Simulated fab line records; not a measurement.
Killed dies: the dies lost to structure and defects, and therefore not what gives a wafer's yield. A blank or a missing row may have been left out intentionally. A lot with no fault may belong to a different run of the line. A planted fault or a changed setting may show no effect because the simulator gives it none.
Matching of chambers / flow n5Finfet / 4 sister chambers for N5_SD_EPI_P_ETCH_47 on rieDiel-03
The step etches SiOCN in CH3F/O2, target depth 25 nm. 4 wafers are shown with their chamber, then 11 later ones without.

WAFERS PAIRED WITH THEIR CHAMBERS
wafer=L084.1; chamber=3; showerheadPlenumPTorr (Torr)=2.09
wafer=L084.2; chamber=0; showerheadPlenumPTorr (Torr)=2.10
wafer=L085.6; chamber=1; showerheadPlenumPTorr (Torr)=2.00
wafer=L087.2; chamber=2; showerheadPlenumPTorr (Torr)=1.92

WAFERS WITHOUT THEIR CHAMBER
wafer=L087.3; showerheadPlenumPTorr (Torr)=2.10
wafer=L087.5; showerheadPlenumPTorr (Torr)=2.00
wafer=L090.1; showerheadPlenumPTorr (Torr)=1.91
wafer=L090.4; showerheadPlenumPTorr (Torr)=2.00
wafer=L090.5; showerheadPlenumPTorr (Torr)=2.08
wafer=L092.1; showerheadPlenumPTorr (Torr)=2.00
wafer=L092.2; showerheadPlenumPTorr (Torr)=1.91
wafer=L092.5; showerheadPlenumPTorr (Torr)=2.00
wafer=L093.1; showerheadPlenumPTorr (Torr)=2.10
wafer=L093.3; showerheadPlenumPTorr (Torr)=1.91
wafer=L093.5; showerheadPlenumPTorr (Torr)=2.00

THE CHAMBER EACH PASSED THROUGH
wafer=L087.3; from the rows above=can't be placed: 0 or 3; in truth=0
wafer=L087.5; from the rows above=1; in truth=1
wafer=L090.1; from the rows above=2; in truth=2
wafer=L090.4; from the rows above=1; in truth=1
wafer=L090.5; from the rows above=can't be placed: 3 or 0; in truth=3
wafer=L092.1; from the rows above=1; in truth=1
wafer=L092.2; from the rows above=2; in truth=2
wafer=L092.5; from the rows above=1; in truth=1
wafer=L093.1; from the rows above=can't be placed: 0 or 3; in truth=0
wafer=L093.3; from the rows above=2; in truth=2
wafer=L093.5; from the rows above=1; in truth=1
Placed correctly: 8 of 11. Can't be placed from these rows: 3 (the true chamber is among the candidates in 3). Number placed wrongly: 0.
How it was worked out, from the rows above alone: a wafer's distance from a chamber is the root of the sum, over the readings, of the square of ((its reading less the chamber's mean) divided by the reading's scatter). If the next closest chamber is less than 2 further off than the closest, the wafer can't be placed; otherwise it belongs to the closest. A chamber's mean is the mean of its shown wafers. The scatter (one wafer shown for each chamber): square how far every hidden wafer sits from the nearest shown wafer, average those squares and take the square root.
